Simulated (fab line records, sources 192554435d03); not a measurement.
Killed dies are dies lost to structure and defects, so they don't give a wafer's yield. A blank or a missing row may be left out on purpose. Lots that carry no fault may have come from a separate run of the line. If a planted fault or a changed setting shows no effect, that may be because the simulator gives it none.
fab line records	flow n5_finfet
[record] lots = 7	wafers = 39
route steps=1938 shown FIN_SAQP@96 DUMMY_GATE@246 SD_EPI_N@288 SD_EPI_P@321
start_h: start of the lot's first displayed wafer, in hours after the record's first day	wait_h: how many hours have passed since the lot's step before this one	" the same as in the row above	L1.1+2: several wafers, shown together as one row	- value missing, or start not given	* or withheld: withheld	< > ~ a bound
route shown NAME@n: names a module that has steps shown in the file, with the first one's number in the route	usual: average and standard deviation across the fault-free wafers	same: alike in all rows	chamber/n: place in a boat	sites: per-site readings	_std_site: how widely they spread, as a standard deviation	_edge_site: the outer-site mean with the inner-site mean subtracted	radius_mm: for every site, how far away it sits from the centre of the wafer	mask NAME#n: copy n	behind: the last tool/chamber to shape the wafer	hold: what put the lot on hold/how long, in hours/how the hold closed	device: names the non-switching transistor (n, p or np)	end of line: tests run on the same wafers once the route is complete	step lacking rows: just its recipe	killed: the dies lost at the first sort to structure and to defects; this is not the yield of the wafer	map: a wafer's dies, marking killed ones x, the rest . and places with no die _
set.NAME: the run value of the setting; set.NAME@STEP: its run value at that earlier step	model.NAME: the simulator's own value behind a step, which no gauge read
lots with deliberately changed settings; one table per step, one row per wafer
[[steps]]
[step N5_FIN_SAQP_HM_DEP_03]
[recipe] material = SiNx	target_thk_a = 380	temp_c = 400	precursor = SiH4/NH3/N2	pressure_torr = 1.5	rf_w = 300	time_s = 33.6
lot.wafer	tool	chamber	start_h	wait_h	set.time_s	model.SiNx_of_FIN_SAQP_HM_DEP_03.thk_nm
L076.1	pecvd-02	0	32.68	0.2	30.13	33.96
L076.2	"	1	"	"	33.6	37.43
L076.3	"	0	"	"	33.6	38.54
L076.4	"	1	"	"	33.6	38.71
L076.5	"	0	"	"	30.13	34.87
L076.6	"	1	"	"	30.13	34.54
L078.1	pecvd-04	2	46.33	0.2	28.23	32.31
L078.2	"	0	"	"	33.6	38.27
L078.3	"	1	"	"	28.23	32.87
L078.4	"	2	"	"	28.23	32.59
L078.5	"	0	"	"	33.6	39.5
L078.6	"	1	"	"	33.6	38.95
L081.1	pecvd-01	0	64.14	0.2	33.6	37.75
L081.2	"	2	"	"	35.84	40.16
L081.3	"	1	"	"	33.6	38.17
L081.4	"	2	"	"	35.84	41.25
L081.5	"	0	"	"	35.84	41.17
L081.6	"	1	"	"	33.6	38.51
L086.1	pecvd-01	0	93.19	0.2	33.6	37.57
L086.4	"	2	"	"	33.6	38.19
L086.5	"	1	"	"	33.6	38.37
L087.1	pecvd-04	2	100.77	0.2	33.6	37.37
L087.2	"	0	"	"	33.6	38.06
L087.3	"	1	"	"	37.78	42.81
L087.4	"	2	"	"	37.78	43.34
L087.5	"	1	"	"	33.6	39.05
L087.6	"	0	"	"	37.78	43.93
L089.1	pecvd-04	0	111.88	0.2	33.6	37.9
L089.2	"	1	"	"	36.15	40.95
L089.3	"	2	"	"	33.6	37.7
L089.4	"	1	"	"	33.6	38.49
L089.5	"	0	"	"	36.15	40.56
L089.6	"	2	"	"	36.15	41.21
L094.1	pecvd-01	2	141.80	0.2	31.42	35.39
L094.2	"	0	"	"	33.6	37.69
L094.3	"	1	"	"	33.6	37.85
L094.4	"	0	"	"	31.42	35.89
L094.5	"	2	"	"	33.6	38.64
L094.6	"	1	"	"	31.42	36.34
[step N5_FIN_SAQP_THK_MEAS_05]
[usual] thk_nm = 38.3/0.52
lot.wafer	tool	chamber	start_h	wait_h	set.time_s@FIN_SAQP_HM_DEP_03	thk_nm
L076.1	film_metro-01	-	32.79	0.1	30.13	34.0
L076.2	"	-	"	"	33.6	37.5
L076.3	"	-	"	"	33.6	38.6
L076.4	"	-	"	"	33.6	38.7
L076.5	"	-	"	"	30.13	34.9
L076.6	"	-	"	"	30.13	34.5
L078.1	film_metro-01	-	46.42	0.1	28.23	32.3
L078.2	"	-	"	"	33.6	38.2
L078.3	"	-	"	"	28.23	32.9
L078.4	"	-	"	"	28.23	32.6
L078.5	"	-	"	"	33.6	39.6
L078.6	"	-	"	"	33.6	38.9
L081.1	film_metro-01	-	64.23	0.1	33.6	37.7
L081.2	"	-	"	"	35.84	40.2
L081.3	"	-	"	"	33.6	38.2
L081.4	"	-	"	"	35.84	41.3
L081.5	"	-	"	"	35.84	41.2
L081.6	"	-	"	"	33.6	38.5
L086.1	film_metro-02	-	93.27	0.1	33.6	37.6
L086.4	"	-	"	"	33.6	38.2
L086.5	"	-	"	"	33.6	38.4
L087.1	film_metro-01	-	100.86	0.1	33.6	37.3
L087.2	"	-	"	"	33.6	38.1
L087.3	"	-	"	"	37.78	42.8
L087.4	"	-	"	"	37.78	43.4
L087.5	"	-	"	"	33.6	39.0
L087.6	"	-	"	"	37.78	44.0
L089.1	film_metro-01	-	111.97	0.1	33.6	37.9
L089.2	"	-	"	"	36.15	40.9
L089.3	"	-	"	"	33.6	37.7
L089.4	"	-	"	"	33.6	38.5
L089.5	"	-	"	"	36.15	40.5
L089.6	"	-	"	"	36.15	41.2
L094.1	film_metro-02	-	141.89	0.1	31.42	35.4
L094.2	"	-	"	"	33.6	37.7
L094.3	"	-	"	"	33.6	37.8
L094.4	"	-	"	"	31.42	35.9
L094.5	"	-	"	"	33.6	38.6
L094.6	"	-	"	"	31.42	36.3
[step N5_FIN_SAQP_SPACER2_ALD_28]
[recipe] material = SiO2	target_thk_a = 81	temp_c = 300	ald_precursor_family = BDEAS	ald_co_reactant = O2-plasma	pulse_time_s = 1	purge_time_s = 2	co_reactant_purge_time_s = 2	pressure_torr = 2
lot.wafer	tool	chamber	start_h	wait_h	set.target_thk_a	model.SiO2_of_FIN_SAQP_SPACER2_ALD_28.thk_nm
L076.1+3	ald_sin-03	3,0	37.30	0.1	81	8
L076.2+4+5	"	2,0,3	"	"	90.73	9.2
L076.6	"	2	"	"	81	8.2
L078.1+6	ald_sin-03	0,3	50.17	0.1	77.36	7.6
L078.2+4+5	"	1,2,0	"	"	81	8
L078.3	"	3	"	"	77.36	7.8
L081.1+2+3+4+5+6	ald_sin-01	1,0,2,3,0,1	68.16	0.1	81	8.2
L086.1+5	ald_sin-03	0	99.84	1.8	81	8.2
L086.4	"	3	"	"	81	8
L087.1+3+4	ald_sin-04	2,1,0	105.24	0.4	84.57	8.6
L087.2+5+6	"	3,1,0	"	"	81	8.2
L089.1+4+5	ald_sin-01	2,1,1	118.37	1.5	81	8
L089.2+3+6	"	3,0,0	"	"	90.71	9
L094.1+2+5	ald_sin-01	3,1,2	146.23	0.1	81	8
L094.3+4+6	"	0,2,3	"	"	81	8.2
[step N5_FIN_SAQP_SPACER2_ETCHBACK_29]
[recipe] chemistry = CHF3/O2	mode = anisotropic_etchback	target = SiO2	target_depth_a = 122	time_s = 6.1	pressure_mtorr = 30	source_w = 650	bias_w = 170	Ar_flow_sccm = 200	CHF3_flow_sccm = 50	O2_flow_sccm = 5	ion_energy_ev = 200
[step N5_FIN_SAQP_MANDREL2_REMOVE_60]
[recipe] chemistry = HBr/Cl2/O2	bt_time_s = 10	target = a-Si	stop_on = SiNx	endpoint = OES-SiCl	over_etch_frac = 1	icp_w = 600	bias_w = 22	HBr_flow_sccm = 150	Cl2_flow_sccm = 80	O2_flow_sccm = 5	pressure_mtorr = 10
lot.wafer	tool	chamber	start_h	wait_h	set.target_thk_a@FIN_SAQP_SPACER2_ALD_28	model.FIN_SAQP.cd_nm
L076.1+3+6	rie_si-01	1,3,0	37.71	0.1	81	8.2
L076.2+4+5	"	0,2,1	"	"	90.73	9.2
L078.1+3+6	rie_si-01	3,0,2	50.58	0.1	77.36	7.8
L078.2+4	"	2,3	"	"	81	8.2
L078.5	"	0	"	"	81	8
L081.1+2+3+5+6	rie_si-01	1,0,2,1,2	68.57	0.1	81	8.2
L081.4	"	3	"	"	81	8
L086.1+4+5	rie_si-01	2,3,2	100.30	0.1	81	8.2
L087.1+3+4	rie_si-06	1,3,0	105.66	0.1	84.57	8.6
L087.2	"	2	"	"	81	8
L087.5+6	"	0,3	"	"	81	8.2
L089.1+4+5	rie_si-01	0,3,1	118.78	0.1	81	8.2
L089.2+3+6	"	2,1,2	"	"	90.71	9.2
L094.1+4	rie_si-05	3	146.65	0.1	81	8
L094.2+5	"	1	"	"	81	7.8
L094.3+6	"	0	"	"	81	8.2
[step N5_FIN_SAQP_HM_OPEN_33]
[recipe] chemistry = CH3F/O2	target = SiNx	mask_material = SiO2	target_depth_a = 494	time_s = 70.6	pressure_mtorr = 30	source_w = 395	bias_w = 73	Ar_flow_sccm = 150	CH3F_flow_sccm = 30	O2_flow_sccm = 20	ion_energy_ev = 120	ends = cleared
[usual] etch_rf_on_time_s = 70.0/1.7
lot.wafer	tool	chamber	start_h	wait_h	set.time_s@FIN_SAQP_HM_DEP_03	set.target_thk_a@FIN_SAQP_SPACER2_ALD_28	etch_rf_on_time_s	model.etch.depth_nm	model.FIN_SAQP.cd_nm
L076.1	rie_diel-01	0	37.88	0.0	30.13	81	61.9	33.01	8.2
L076.2	"	3	"	"	33.6	90.73	67.1	36.68	9.2
L076.3	"	2	"	"	33.6	81	68.5	37.91	8.2
L076.4	"	1	"	"	33.6	90.73	67.8	38.08	9
L076.5	"	2	"	"	30.13	90.73	62.2	34.12	9.2
L076.6	"	1	"	"	30.13	81	60.1	33.6	8.2
L078.1	rie_diel-01	1	50.74	0.0	28.23	77.36	56.8	31.55	7.8
L078.2	"	2	"	"	33.6	81	69.1	37.64	8
L078.3	"	3	"	"	28.23	77.36	58.4	31.92	7.8
L078.4	"	0	"	"	28.23	81	60.4	31.84	8.2
L078.5	"	2	"	"	33.6	81	70.5	38.55	7.8
L078.6	"	3	"	"	33.6	77.36	70.5	38.32	7.8
L081.1	rie_diel-02	0	68.73	0.0	33.6	81	68.6	37.12	8.2
L081.2	"	3	"	"	35.84	81	75.1	39.53	8.2
L081.3	"	2	"	"	33.6	81	72.4	37.54	8
L081.4	"	1	"	"	35.84	81	77.6	40.62	7.8
L081.5	"	1	"	"	35.84	81	77.8	40.55	8.2
L081.6	"	0	"	"	33.6	81	70.0	37.88	8.4
L086.1	rie_diel-02	2	100.47	0.0	33.6	81	69.3	36.94	8.2
L086.4	"	1	"	"	33.6	81	70.3	37.57	8
L086.5	"	2	"	"	33.6	81	71.1	37.75	8
L087.1	rie_diel-01	1	105.82	0.0	33.6	84.57	65.8	36.68	8.4
L087.2	"	0	"	"	33.6	81	70.6	37.37	7.8
L087.3	"	3	"	"	37.78	84.57	78.5	41.93	8.6
L087.4	"	2	"	"	37.78	84.57	79.4	42.67	8.2
L087.5	"	0	"	"	33.6	81	71.8	38.36	8
L087.6	"	1	"	"	37.78	81	77.6	43.26	8
L089.1	rie_diel-05	2	118.95	0.0	33.6	81	68.0	37.27	8.2
L089.2	"	3	"	"	36.15	90.71	77.7	40.01	9.4
L089.3	"	1	"	"	33.6	90.71	69.6	36.95	9
L089.4	"	0	"	"	33.6	81	72.2	37.87	8.2
L089.5	"	1	"	"	36.15	81	74.4	39.61	8
L089.6	"	2	"	"	36.15	90.71	73.7	40.58	9.2
L094.1	rie_diel-01	3	146.81	0.0	31.42	81	63.6	34.76	8
L094.2	"	2	"	"	33.6	81	68.7	37.06	7.6
L094.3	"	0	"	"	33.6	81	69.7	37.22	8
L094.4	"	0	"	"	31.42	81	65.7	35.26	7.8
L094.5	"	2	"	"	33.6	81	70.8	38.01	7.6
L094.6	"	3	"	"	31.42	81	65.1	35.71	8.2
[step N5_FIN_SAQP_ETCH_34]
[recipe] chemistry = C4F6/O2	target = SiO2	target_depth_a = 450	time_s = 15	ion_energy_ev = 250	pressure_mtorr = 30	source_w = 345	bias_w = 185	Ar_flow_sccm = 300	C4F6_flow_sccm = 10	O2_flow_sccm = 10	ends = cleared
lot.wafer	tool	chamber	start_h	wait_h	set.target_thk_a@FIN_SAQP_SPACER2_ALD_28	model.FIN_SAQP.cd_nm
L076.1+3+6	rie_diel-01	0,2,1	37.95	0.0	81	8.2
L076.2+4+5	"	3,1,2	"	"	90.73	9.2
L078.1+3+6	rie_diel-01	1,3,3	50.81	0.0	77.36	7.8
L078.2	"	2	"	"	81	8
L078.4	"	0	"	"	81	8.2
L078.5	"	2	"	"	81	7.8
L081.1+2+5+6	rie_diel-02	0,3,1,0	68.80	0.0	81	8.2
L081.3	"	2	"	"	81	8
L081.4	"	1	"	"	81	7.8
L086.1	rie_diel-02	2	100.54	0.0	81	8.2
L086.4+5	"	1,2	"	"	81	8
L087.1	rie_diel-01	1	105.89	0.0	84.57	8.6
L087.2	"	0	"	"	81	7.8
L087.3	"	3	"	"	84.57	8.4
L087.4	"	2	"	"	84.57	8.2
L087.5+6	"	0,1	"	"	81	8
L089.1+5	rie_diel-05	2,1	119.02	0.0	81	8.2
L089.2	"	3	"	"	90.71	9.4
L089.3+6	"	1,2	"	"	90.71	9
L089.4	"	0	"	"	81	8.4
L094.1+3	rie_diel-01	3,0	146.88	0.0	81	8
L094.2+5	"	2	"	"	81	7.6
L094.4	"	0	"	"	81	7.8
L094.6	"	3	"	"	81	8.2
[step N5_FIN_SAQP_STRIP_77]
[recipe] chemistry = N2/H2	time_s = 90	power_w = 100	temp_c = 40	pressure_mtorr = 100	rf_frequency_hz = 6e+07	bias_power_w = 3	n2_flow_sccm = 300	h2_flow_sccm = 300
[step N5_FIN_SAQP_ETCH_64]
[recipe] chemistry = CF4	target = SiO2	target_depth_a = 15	ion_energy_ev = 350	pressure_mtorr = 10	icp_w = 800	bias_w = 400	cf4_flow_sccm = 80
[step N5_FIN_SAQP_FIN_ETCH_36]
[recipe] chemistry = HBr/Cl2/O2	target_depth_a = 1200	mask_material = SiNx	time_s = 50.4	bias_w = 102	pressure_mtorr = 10	icp_w = 800	HBr_flow_sccm = 150	Cl2_flow_sccm = 80	O2_flow_sccm = 12
lot.wafer	tool	chamber	start_h	wait_h	set.time_s@FIN_SAQP_HM_DEP_03	model.SiNx_of_FIN_SAQP_HM_DEP_03.thk_nm
L076.1	rie_si-05	2	38.16	0.0	30.13	16.6
L076.2	"	0	"	"	33.6	20.4
L076.3	"	3	"	"	33.6	22
L076.4	"	1	"	"	33.6	21.6
L076.5	"	2	"	"	30.13	17.4
L076.6	"	3	"	"	30.13	17.8
L078.1	rie_si-06	3	51.03	0.0	28.23	15.2
L078.2	"	0	"	"	33.6	21.8
L078.3	"	1	"	"	28.23	16.6
L078.4	"	0	"	"	28.23	16
L078.5	"	1	"	"	33.6	23
L078.6	"	3	"	"	33.6	22
L081.1	rie_si-06	0	69.01	0.0	33.6	21.2
L081.2	"	3	"	"	35.84	23.2
L081.3	"	1	"	"	33.6	22.2
L081.4	"	2	"	"	35.84	24.4
L081.5	"	1	"	"	35.84	25
L081.6	"	0	"	"	33.6	22
L086.1	rie_si-06	0	100.75	0.0	33.6	21
L086.4	"	3	"	"	33.6	21.4
L086.5	"	1	"	"	33.6	22
L087.1	rie_si-01	1	106.10	0.0	33.6	20.4
L087.2	"	3	"	"	33.6	20.8
L087.3+4	"	2,0	"	"	37.78	26.2
L087.5	"	3	"	"	33.6	22
L087.6	"	0	"	"	37.78	27
L089.1	rie_si-06	1	119.24	0.0	33.6	21.6
L089.2	"	0	"	"	36.15	24
L089.3	"	2	"	"	33.6	20.6
L089.4	"	3	"	"	33.6	21.8
L089.5	"	0	"	"	36.15	23.8
L089.6	"	1	"	"	36.15	25
L094.1	rie_si-01	0	147.10	0.0	31.42	18.4
L094.2	"	1	"	"	33.6	20.8
L094.3	"	2	"	"	33.6	21.4
L094.4	"	3	"	"	31.42	19
L094.5	"	1	"	"	33.6	21.8
L094.6	"	2	"	"	31.42	20
[step N5_DUMMY_GATE_ETCH_32]
[recipe] chemistry = CF4	target = SiO2	target_depth_a = 35	time_s = 3.9	ion_energy_ev = 350	pressure_mtorr = 10	icp_w = 800	bias_w = 400	cf4_flow_sccm = 80
lot.wafer	tool	chamber	start_h	wait_h	set.time_s	model.etch.depth_nm
L076.1	rie_si-03	0	62.08	0.1	4.82	4.202
L076.2	"	2	"	"	4.82	4.407
L076.3	"	3	"	"	3.9	3.279
L076.4	"	1	"	"	3.9	3.646
L076.5	"	3	"	"	4.82	4.068
L076.6	"	2	"	"	3.9	3.546
L078.1	rie_si-03	0	74.73	0.1	3.037	2.657
L078.2	"	3	"	"	3.037	2.543
L078.3	"	1	"	"	3.9	3.656
L078.4	"	2	"	"	3.9	3.582
L078.5	"	3	"	"	3.037	2.549
L078.6	"	2	"	"	3.9	3.619
L081.1	rie_si-02	2	93.01	0.1	3.9	3.341
L081.2	"	1	"	"	4.309	3.846
L081.3	"	3	"	"	3.9	3.496
L081.4	"	0	"	"	4.309	3.982
L081.5	"	0	"	"	3.9	3.628
L081.6	"	1	"	"	4.309	3.872
L086.1	rie_si-02	1	122.73	0.1	3.9	3.539
L086.4	"	3	"	"	3.9	3.519
L086.5	"	2	"	"	3.9	3.315
L087.1	rie_si-04	1	127.75	0.1	3.9	3.209
L087.2	"	3	"	"	3.9	3.595
L087.3	"	0	"	"	3.9	3.542
L087.4	"	2	"	"	3.9	3.54
L087.5	"	3	"	"	3.9	3.601
L087.6	"	0	"	"	3.9	3.517
L089.1	rie_si-03	0	139.57	0.1	4.458	3.911
L089.2	"	2	"	"	3.9	3.508
L089.3	"	1	"	"	4.458	4.147
L089.4	"	3	"	"	3.9	3.257
L089.5	"	0	"	"	4.458	3.896
L089.6	"	1	"	"	3.9	3.631
L094.1	rie_si-03	2	167.32	0.1	4.342	3.933
L094.2	"	3	"	"	4.342	3.607
L094.3	"	1	"	"	3.9	3.614
L094.4	"	0	"	"	4.342	3.775
L094.5	"	2	"	"	3.9	3.563
L094.6	"	1	"	"	3.9	3.611
[step N5_DUMMY_GATE_ETCH_44]
[recipe] chemistry = HBr/O2	over_etch_frac = 0.7	target_depth_a = 1275	stop_on = SiO2	ion_energy_ev = 60	bias_w = 20	target = poly-Si	mask_material = SiO2	pressure_mtorr = 20	icp_w = 400	HBr_flow_sccm = 120	O2_flow_sccm = 10
[usual] oes_product_au = 0.726/0.011
lot.wafer	tool	chamber	start_h	wait_h	set.target_depth_a	oes_product_au
L076.1	rie_si-03	0	62.17	0.0	1275	0.739
L076.2	"	2	"	"	1275	0.730
L076.3	"	3	"	"	1275	0.718
L076.4	"	1	"	"	1216	0.729
L076.5	"	3	"	"	1216	0.744
L076.6	"	2	"	"	1216	0.757
L078.1	rie_si-03	0	74.82	0.0	1275	0.737
L078.2	"	3	"	"	1436	0.697
L078.3	"	1	"	"	1436	0.673
L078.4	"	2	"	"	1275	0.737
L078.5	"	3	"	"	1436	0.692
L078.6	"	2	"	"	1275	0.729
L081.1	rie_si-02	2	93.10	0.0	1399	0.689
L081.2	"	1	"	"	1399	0.690
L081.3	"	3	"	"	1275	0.711
L081.4	"	0	"	"	1275	0.717
L081.5	"	0	"	"	1275	0.729
L081.6	"	1	"	"	1399	0.682
L086.1	rie_si-02	1	122.82	0.0	1275	0.725
L086.4	"	3	"	"	1275	0.721
L086.5	"	2	"	"	1275	0.742
L087.1	rie_si-04	1	127.84	0.0	1275	0.744
L087.2	"	3	"	"	1162	0.764
L087.3	"	0	"	"	1162	0.769
L087.4	"	2	"	"	1275	0.726
L087.5	"	3	"	"	1275	0.720
L087.6	"	0	"	"	1162	0.763
L089.1	rie_si-03	0	139.66	0.0	1275	0.728
L089.2	"	2	"	"	1275	0.705
L089.3	"	1	"	"	1137	0.759
L089.4	"	3	"	"	1137	0.749
L089.5	"	0	"	"	1137	0.780
L089.6	"	1	"	"	1275	0.704
L094.1	rie_si-03	2	167.41	0.0	1275	0.722
L094.2	"	3	"	"	1275	0.730
L094.3	"	1	"	"	1275	0.722
L094.4	"	0	"	"	1275	0.735
L094.5	"	2	"	"	1275	0.732
L094.6	"	1	"	"	1275	0.723
[step N5_SD_EPI_N_EPI_21]
[recipe] material = Si:P	dopant = P	temp_c = 680	pressure_torr = 255	time_s = 690
lot.wafer	tool	chamber	start_h	wait_h	set.pressure_torr	model.Si-P_of_SD_EPI_N_EPI_21.thk_nm
L076.1	epi_rpcvd-02	0	66.60	0.2	215.4	55.2
L076.2+4	"	0	"	"	215.4	56.2
L076.3+5	"	0	"	"	215.4	56
L076.6	"	0	68.46	1.9	215.4	55
L078.1+2	epi_rpcvd-01	0	78.30	0.1	280.1	61.2
L078.3	"	0	"	"	280.1	62.4
L078.4+6	"	0	"	"	280.1	61.6
L078.5	"	0	"	"	280.1	61.8
L081.1+4+5	epi_rpcvd-02	0	97.41	0.2	297	62
L081.2	"	0	"	"	297	61.6
L081.3	"	0	"	"	297	62.4
L081.6	"	0	99.28	1.9	297	61
L086.1	epi_rpcvd-01	0	126.33	0.1	255	57.8
L086.4	"	0	"	"	255	58.4
L086.5	"	0	"	"	255	58.6
L087.1	epi_rpcvd-01	0	131.30	0.1	255	58.4
L087.2+5+6	"	0	"	"	255	58.8
L087.3+4	"	0	"	"	255	58.6
L089.1	epi_rpcvd-04	0	143.29	0.2	270.6	59.6
L089.2+3	"	0	"	"	270.6	60.2
L089.4+6	"	0	"	"	270.6	60.6
L089.5	"	0	"	"	270.6	60
L094.1	epi_rpcvd-01	0	170.90	0.1	273.2	61.6
L094.2+6	"	0	"	"	273.2	60.8
L094.3	"	0	"	"	273.2	60.2
L094.4	"	0	"	"	273.2	61.2
L094.5	"	0	"	"	273.2	61.4
[step N5_SD_EPI_N_PRECLEAN_24]
[recipe] chemistry = O3/DIW	time_s = 60	temp_c = 22	o3_ppm = 10
[step N5_SD_EPI_P_EPI_21]
[recipe] material = SiGe:B	dopant = B	temp_c = 550	pressure_torr = 20	ambient = H2	time_s = 355
[step N5_SD_EPI_P_HM_STRIP_48]
[recipe] chemistry = H3PO4	temp_c = 160	material = SiNx	target = SiNx	target_depth_a = 30	overetch_fraction = 0.3
lot.wafer	tool	chamber	start_h	wait_h	set.pressure_torr@SD_EPI_N_EPI_21	model.Si-P_of_SD_EPI_N_EPI_21.thk_nm
L076.1	wet_bench-06	4	73.38	0.0	215.4	54.6
L076.2+4	"	5,7	"	"	215.4	55.6
L076.3+5	"	0,6	"	"	215.4	55.4
L076.6	"	1	"	"	215.4	54.4
L078.1	wet_bench-06	7	85.19	0.0	280.1	60.4
L078.2	"	1	"	"	280.1	60.6
L078.3	"	6	"	"	280.1	61.8
L078.4	"	0	"	"	280.1	60.8
L078.5+6	"	4,5	"	"	280.1	61
L081.1+5	wet_bench-06	0,4	105.31	0.0	297	61.2
L081.2	"	1	"	"	297	60.8
L081.3	"	6	"	"	297	61.8
L081.4	"	5	"	"	297	61.4
L081.6	"	7	"	"	297	60.2
L086.1	wet_bench-05	2	132.73	0.0	255	57.2
L086.4	"	1	"	"	255	57.8
L086.5	"	5	"	"	255	58
L087.1	wet_bench-01	5	137.73	0.0	255	57.8
L087.2+5	"	1,4	"	"	255	58.2
L087.3+4+6	"	3,6,2	"	"	255	58
L089.1	wet_bench-05	5	150.93	0.0	270.6	59
L089.2	"	0	"	"	270.6	59.4
L089.3	"	6	"	"	270.6	59.6
L089.4	"	3	"	"	270.6	60
L089.5	"	4	"	"	270.6	59.2
L089.6	"	7	"	"	270.6	59.8
L094.1	wet_bench-01	6	178.09	0.0	273.2	61
L094.2+6	"	4,5	"	"	273.2	60.2
L094.3	"	3	"	"	273.2	59.6
L094.4	"	2	"	"	273.2	60.6
L094.5	"	1	"	"	273.2	60.8
[[key]]
[split] step = N5_FIN_SAQP_HM_DEP_03	setting = time_s	stated = 33.6	by = wafer
[response] step = N5_FIN_SAQP_HM_DEP_03	reading = model.SiNx_of_FIN_SAQP_HM_DEP_03.thk_nm	change = +0.391	per = 1%	r = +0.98
[response] step = N5_FIN_SAQP_THK_MEAS_05	reading = thk_nm	change = *	per = 1%	r = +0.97
[response] step = N5_FIN_SAQP_HM_OPEN_33	reading = etch_rf_on_time_s	change = *	per = 1%	r = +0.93
[response] step = N5_FIN_SAQP_HM_OPEN_33	reading = model.etch.depth_nm	change = +0.394	per = 1%	r = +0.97
[response] step = N5_FIN_SAQP_FIN_ETCH_36	reading = model.SiNx_of_FIN_SAQP_HM_DEP_03.thk_nm	change = +0.398	per = 1%	r = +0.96
[split] step = N5_FIN_SAQP_SPACER2_ALD_28	setting = target_thk_a	stated = 81	by = wafer
[response] step = N5_FIN_SAQP_SPACER2_ALD_28	reading = model.SiO2_of_FIN_SAQP_SPACER2_ALD_28.thk_nm	change = +0.0881	per = 1%	r = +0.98
[response] step = N5_FIN_SAQP_MANDREL2_REMOVE_60	reading = model.FIN_SAQP.cd_nm	change = +0.0841	per = 1%	r = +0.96
[response] step = N5_FIN_SAQP_HM_OPEN_33	reading = model.FIN_SAQP.cd_nm	change = +0.0823	per = 1%	r = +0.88
[response] step = N5_FIN_SAQP_ETCH_34	reading = model.FIN_SAQP.cd_nm	change = +0.0774	per = 1%	r = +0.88
[split] step = N5_DUMMY_GATE_ETCH_32	setting = time_s	stated = 3.9	by = wafer
[response] step = N5_DUMMY_GATE_ETCH_32	reading = model.etch.depth_nm	change = +0.0363	per = 1%	r = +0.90
[split] step = N5_DUMMY_GATE_ETCH_44	setting = target_depth_a	stated = 1275	by = wafer
[response] step = N5_DUMMY_GATE_ETCH_44	reading = oes_product_au	change = -0.00389	per = 1%	r = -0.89
[split] step = N5_SD_EPI_N_EPI_21	setting = pressure_torr	stated = 255	by = lot
[response] step = N5_SD_EPI_N_EPI_21	reading = model.Si-P_of_SD_EPI_N_EPI_21.thk_nm	change = +0.208	per = 1%	r = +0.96
[response] step = N5_SD_EPI_P_HM_STRIP_48	reading = model.Si-P_of_SD_EPI_N_EPI_21.thk_nm	change = +0.204	per = 1%	r = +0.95
